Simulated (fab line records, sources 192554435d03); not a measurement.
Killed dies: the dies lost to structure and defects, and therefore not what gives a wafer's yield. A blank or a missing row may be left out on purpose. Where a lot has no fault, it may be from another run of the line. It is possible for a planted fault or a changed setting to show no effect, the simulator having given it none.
The tool behind it: which one? | flow n5Finfet | at 1 step of a route of 1938, 24 lots with 72 wafers sampled

== WHAT EACH GAUGE READ, for each wafer ==
N5_BEOL_M3_OCD_MEAS_38.
lot  | measured     | on     | trenchDepthNm (nm)
L074 | day 7 21:08  | ocd-02 | 54.8 54.7 55.6
L076 | day 8 01:05  | ocd-02 | 54.3 53.6 55.0
L075 | day 8 01:11  | ocd-01 | 56.2 55.8 55.9
L077 | day 8 04:16  | ocd-01 | 54.1 52.9 55.5
L078 | day 8 11:23  | ocd-02 | 53.4 53.3 55.4
L079 | day 8 14:38  | ocd-01 | 53.9 54.4 54.6
L080 | day 8 14:53  | ocd-01 | 56.7 53.4 55.8
L081 | day 9 16:34  | ocd-02 | 54.5 56.4 55.3
L082 | day 9 17:02  | ocd-02 | 53.3 53.7 53.6
L084 | day 10 01:49 | ocd-02 | 53.1 56.7 56.1
L083 | day 10 01:58 | ocd-02 | 53.4 53.4 54.9
L085 | day 10 13:58 | ocd-02 | 55.2 55.5 56.2
L087 | day 10 17:18 | ocd-02 | 53.6 55.7 56.2
L088 | day 10 22:53 | ocd-02 | 56.1 57.1 56.2
L086 | day 11 03:53 | ocd-02 | 54.4 54.7 55.1
L089 | day 11 03:55 | ocd-01 | 55.0 54.6 53.9
L091 | day 11 10:48 | ocd-01 | 56.7 56.1 56.6
L090 | day 11 14:31 | ocd-02 | 54.8 55.2 54.7
L092 | day 12 01:55 | ocd-02 | 55.3 56.5 56.8
L093 | day 12 08:00 | ocd-02 | 56.4 56.1 56.9
L094 | day 12 18:42 | ocd-02 | 56.0 56.9 55.4
L095 | day 12 19:43 | ocd-02 | 55.3 54.6 54.5
L097 | day 13 14:36 | ocd-01 | 55.3 53.7 56.0
L096 | day 13 14:40 | ocd-02 | 54.4 54.9 54.9

== EACH LOT AND THE TOOL THAT RAN IT (in order: tool; ch and the chambers of the sampled wafers; start) ==
The record holds no process step before these readings.

== WHAT THE TOOLS THEMSELVES READ (means of the sampled wafers that have a number; where no wafer has one, the mark that the record gives instead) ==
The record holds no such reading with a usual standard deviation.

== THE ANSWER, worked out from the rows above alone ==
Rule: usual is defined by the lots themselves. Put in order of their means at a reading, lots are off if they are a third of the lots or fewer, leave a main group of 4 or more, and stand apart from it by a gap of 3 or more times the standard deviation of the main group's means; of several such gaps the widest counts. A main group whose means are all the same, to the digits that the tables above print for the reading, isn't used. Also off: a lot with no number at a reading for which 4 or more lots have one. Where the step has rows for the other lots, those lots are counted as sound. The gauges are gone through in route order, then the tools' own readings, and for those a lot's mean is taken as printed above. The first step at which some lot is off is used, and at that step the reading that is off furthest; a lot without a number counts as furthest.
Across all readings shown, no lot is off: no conclusion can be drawn from this.

== WHAT THE SIMULATOR HAD INSERTED ==
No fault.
